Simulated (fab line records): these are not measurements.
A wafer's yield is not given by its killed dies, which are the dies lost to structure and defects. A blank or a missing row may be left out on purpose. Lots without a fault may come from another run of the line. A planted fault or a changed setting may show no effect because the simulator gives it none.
Which tool is to blame? ; flow n5_finfet ; Sampling: 9 lots, 24 wafers, 7 of 1938 route steps

== WHAT THE GAUGES SHOWED, per wafer ==
N5_BEOL_M0_SAQP_THK_MEAS_05.
lot;measured;on;thk_nm (nm)
L111;day 5 10:40;film_metro-01;58.7 59.9 59.3
L112;day 5 15:37;film_metro-01;59.8 61.1 61.1
L116;day 6 19:01;film_metro-02;60.2 59.9 60.6
L124;day 8 20:43;film_metro-02;41.9 59.9
L126;day 9 09:08;film_metro-01;43.4 59.4
L127;day 9 14:59;film_metro-02;43.4 60.4
L128;day 9 18:40;film_metro-01;59.0 60.1 59.6
L130;day 10 07:28;film_metro-02;59.8 59.9 59.4
L134;day 11 07:48;film_metro-01;58.8 59.7 60.0

N5_BEOL_M4_RC_MEAS_101.
lot;measured;on;DIBL_N (mV/V);DIBL_P (mV/V);IOFF_N (nA/um);IOFF_P (nA/um);ION_N (uA/um);ION_P (uA/um);SS_N (mV/dec);SS_P (mV/dec);VT_N (mV);VT_P (mV)
L111;day 8 01:25;prober-02;37.3 33.5 37.9;39.2 33.7 38.8;0.188 0.117 0.207;0.26 0.17 0.27;684 662 700;476 463 476;70.9 71.1 71.1;74.0 72.5 74.2;245 256 243;-248 -251 -245
L112;day 8 09:25;prober-02;35.3 37.4 35.5;36.1 37.9 35.7;0.139 0.165 0.137;0.18 0.20 0.18;670 675 673;453 460 456;71.1 71.7 71.6;73.2 73.4 72.4;252 250 253;-255 -250 -252
L116;day 9 06:33;prober-02;34.5 33.6 33.7;35.5 34.5 34.1;0.142 0.126 0.124;0.20 0.17 0.17;675 665 670;468 452 447;71.3 71.1 71.2;72.8 72.9 72.5;251 250 252;-250 -254 -252
L124;day 11 11:49;prober-01;34.2 34.2;35.2 34.9;0.139 0.136;0.20 0.21;672 676;467 472;71.2 71.8;72.5 72.8;252 253;-251 -248
L126;day 12 04:47;prober-01;36.1 36.9;37.6 37.6;0.159 0.176;0.25 0.23;666 691;470 473;71.6 72.4;73.5 73.8;251 251;-246 -249
L127;day 12 05:26;prober-02;37.0 36.3;35.1 34.5;0.148 0.134;0.20 0.19;672 669;463 459;71.8 71.4;72.9 73.2;253 251;-249 -249
L128;day 12 11:53;prober-01;35.1 35.1 37.1;36.0 35.8 38.2;0.145 0.148 0.178;0.19 0.19 0.22;665 671 678;459 458 460;70.7 71.4 72.4;73.7 72.8 74.1;251 249 249;-252 -250 -252
L130;day 13 01:37;prober-01;36.5 37.5 34.7;36.6 37.0 35.0;0.159 0.174 0.136;0.20 0.21 0.18;669 680 661;459 464 460;71.4 72.2 70.6;73.7 73.4 72.9;253 250 253;-251 -249 -254
L134;day 13 18:08;prober-01;38.3 34.6 35.0;36.3 32.5 33.8;0.182 0.124 0.136;0.21 0.17 0.18;675 668 665;454 456 461;71.5 71.3 71.1;73.9 72.6 73.1;248 254 249;-251 -253 -253

== WHICH TOOL RAN EACH LOT (tool, then ch and the chambers of the sampled wafers, then the start) ==
lot;N5_MOL_CONTACT_COAG_ETCH_67;N5_BEOL_M0_SAQP_PECVD_00;N5_BEOL_M0_SAQP_PECVD_04;N5_BEOL_M0_SAQP_HM_DEP_111;N5_BEOL_M0_SAQP_MANDREL_ETCH_20
L111;rie_diel-06 ch 0,2,3, day 5 04:41;pecvd-02 ch 0,1,2, day 5 09:19;pecvd-03 ch 0,1,2, day 5 10:35;pecvd-01 ch 0,1,2, day 5 10:43;rie_si-04 ch 0,2,3, day 5 11:33
L112;rie_diel-05 ch 0,1,3, day 5 10:09;pecvd-02 ch 0,1,2, day 5 14:46;pecvd-02 ch 0,1, day 5 15:32;pecvd-03 ch 0,1, day 5 15:40;rie_si-04 ch 1,2, day 5 16:28
L116;rie_diel-06 ch 0,3, day 6 13:38;pecvd-02 ch 0,1,2, day 6 18:14;pecvd-02 ch 0,1, day 6 18:56;pecvd-02 ch 0,2, day 6 19:04;rie_si-04 ch 0,1, day 6 19:52
L124;rie_diel-06 ch 1,2, day 8 14:37;pecvd-03 ch 0,1, day 8 19:13;pecvd-02 ch 1, day 8 20:35;pecvd-03 ch 1,2, day 8 20:45;rie_si-04 ch 2,3, day 8 21:37
L126;rie_diel-01 ch 0,3, day 9 03:41;pecvd-01 ch 0, day 9 08:17;pecvd-02 ch 0,2, day 9 09:02;pecvd-03 ch 0,2, day 9 09:10;rie_si-04 ch 0,2, day 9 10:05
L127;rie_diel-05 ch 0,3, day 9 08:25;pecvd-02 ch 0,2, day 9 13:01;pecvd-02 ch 0,1, day 9 14:54;pecvd-01 ch 1,2, day 9 15:02;rie_si-06 ch 1,2, day 9 15:43
L128;rie_diel-06 ch 0,2,3, day 9 10:04;pecvd-02 ch 0,1, day 9 16:02;pecvd-03 ch 0,1, day 9 18:32;pecvd-02 ch 0,1,2, day 9 18:42;rie_si-04 ch 2,3, day 9 19:23
L130;rie_diel-05 ch 1,2,3, day 10 00:20;pecvd-03 ch 0,1, day 10 04:59;pecvd-03 ch 1, day 10 07:18;pecvd-02 ch 0,1,2, day 10 07:30;rie_si-04 ch 1,2, day 10 08:19
L134;rie_diel-05 ch 2,3, day 11 01:39;pecvd-02 ch 0,2, day 11 06:16;pecvd-03 ch 0,1,2, day 11 07:41;pecvd-01 ch 1,2, day 11 07:50;rie_si-06 ch 2,3, day 11 08:32
- N5_MOL_CONTACT_COAG_ETCH_67: etches SOC in N2/H2, target depth 60 nm, overetch 21 nm, time 101.2 s.
- N5_BEOL_M0_SAQP_PECVD_00: deposits SiCN from 3MS/NH3, target thk 8 nm, time 14 s.
- N5_BEOL_M0_SAQP_PECVD_04: deposits a-Si from SiH4/He, target thk 60 nm, time 60.2 s.
- N5_BEOL_M0_SAQP_HM_DEP_111: deposits SiO2 from SiH4/N2O, target thk 12 nm, time 7.2 s.
- N5_BEOL_M0_SAQP_MANDREL_ETCH_20: etches a-Si in HBr/Cl2, stops on SiNx, target depth 60 nm, bt time 10 s, time 30 s.

== WHAT THE TOOLS THEMSELVES READ (means of the sampled wafers that have a number; where no wafer has one, the mark that the record gives instead) ==
N5_MOL_CONTACT_COAG_ETCH_67.
lot;tool;drypump_motor_current_A (A);n2_flow_sccm (sccm);oes_product_au (a.u.);rf_vpp_V (V);showerhead_plenum_p_Torr (Torr);throttle_valve_pct (%)
L111;rie_diel-06;5.8;200.2;0.66;524.7;2.56;17.83
L112;rie_diel-05;6.0;200.2;0.67;526.0;2.63;17.73
L116;rie_diel-06;5.2;200.2;0.69;522.9;2.51;17.81
L124;rie_diel-06;5.9;199.4;0.61;526.0;2.56;17.71
L126;rie_diel-01;5.2;200.4;0.65;523.0;2.53;17.92
L127;rie_diel-05;6.2;200.2;0.63;524.9;2.59;17.69
L128;rie_diel-06;5.8;200.1;0.63;524.2;2.54;17.89
L130;rie_diel-05;5.5;200.2;0.64;526.8;2.66;17.87
L134;rie_diel-05;5.5;200.3;0.65;526.5;2.66;17.72

N5_BEOL_M0_SAQP_PECVD_00.
lot;tool;showerhead_plenum_p_Torr (Torr);throttle_valve_pct (%)
L111;pecvd-02;3.677;9.1
L112;pecvd-02;3.672;9.1
L116;pecvd-02;3.672;9.1
L124;pecvd-03;3.696;9.5
L126;pecvd-01;3.651;9.6
L127;pecvd-02;3.670;8.9
L128;pecvd-02;3.673;9.2
L130;pecvd-03;3.694;9.6
L134;pecvd-02;3.664;9.0

N5_BEOL_M0_SAQP_PECVD_04.
lot;tool;heater_power_w (W);showerhead_plenum_p_Torr (Torr);throttle_valve_pct (%)
L111;pecvd-03;627;5.73;18.6
L112;pecvd-02;656;5.70;18.9
L116;pecvd-02;604;5.69;18.9
L124;pecvd-02;500;5.69;19.5
L126;pecvd-02;648;5.69;17.9
L127;pecvd-02;690;5.71;18.8
L128;pecvd-03;652;5.77;19.2
L130;pecvd-03;594;5.77;19.5
L134;pecvd-03;636;5.73;18.1

N5_BEOL_M0_SAQP_HM_DEP_111.
lot;tool;heater_power_w (W);showerhead_plenum_p_Torr (Torr)
L111;pecvd-01;705;8.16
L112;pecvd-03;797;8.43
L116;pecvd-02;792;8.17
L124;pecvd-03;747;8.25
L126;pecvd-03;799;8.27
L127;pecvd-01;736;8.21
L128;pecvd-02;764;8.20
L130;pecvd-02;828;8.20
L134;pecvd-01;736;8.24

N5_BEOL_M0_SAQP_MANDREL_ETCH_20.
lot;tool;drypump_motor_current_A (A);oes_product_au (a.u.);throttle_valve_pct (%)
L111;rie_si-04;5.4;0.765;35.6
L112;rie_si-04;5.3;0.785;35.3
L116;rie_si-04;5.3;0.774;35.3
L124;rie_si-04;5.3;0.703;35.8
L126;rie_si-04;5.7;0.712;35.7
L127;rie_si-06;6.5;0.708;35.5
L128;rie_si-04;5.5;0.776;35.7
L130;rie_si-04;5.3;0.785;35.0
L134;rie_si-06;5.3;0.766;35.5

== THE ANSWER, worked out from the rows above alone ==
Rule: usual is defined by the lots themselves. Put in order of their means at a reading, lots are off if they are a third of the lots or fewer, leave a main group of 4 or more, and stand apart from it by a gap of 3 or more times the standard deviation of the main group's means; of several such gaps the widest counts. The tables above print the reading to a certain number of digits; a main group whose means all agree to those digits is not used. Also off: a lot with no number at a reading for which 4 or more lots have one. The other lots that the step has rows for count as sound. Order of review: gauges by route order, followed by the tools' own readings, for which a lot's mean as printed above is used. The first step at which some lot is off is used, and at that step the reading that is off furthest; a lot without a number counts as furthest.
Off at N5_BEOL_M0_SAQP_THK_MEAS_05 (thk_nm): L124, L126, L127. The main group: mean 59.8 nm, standard deviation 0.47.
A tool fits if, at a process step before that reading, it ran every lot that is off, and no sound lot after the first of them. Not tried: the gauges at N5_BEOL_M0_SAQP_THK_MEAS_05; whatever is off there is also off at N5_BEOL_M0_SAQP_MANDREL_ETCH_20, on other tools, and gauge error can't account for it. One fits: N5_BEOL_M0_SAQP_PECVD_04 on pecvd-02. A fault onset in the window from L116 (day 6 18:56, its last sound lot) to L124 (day 8 20:35, its first lot off) fits.

== WHAT THE SIMULATOR HAD PUT IN ==
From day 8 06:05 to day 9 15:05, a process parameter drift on pecvd-02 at N5_BEOL_M0_SAQP_PECVD_04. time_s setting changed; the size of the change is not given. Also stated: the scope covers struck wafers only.
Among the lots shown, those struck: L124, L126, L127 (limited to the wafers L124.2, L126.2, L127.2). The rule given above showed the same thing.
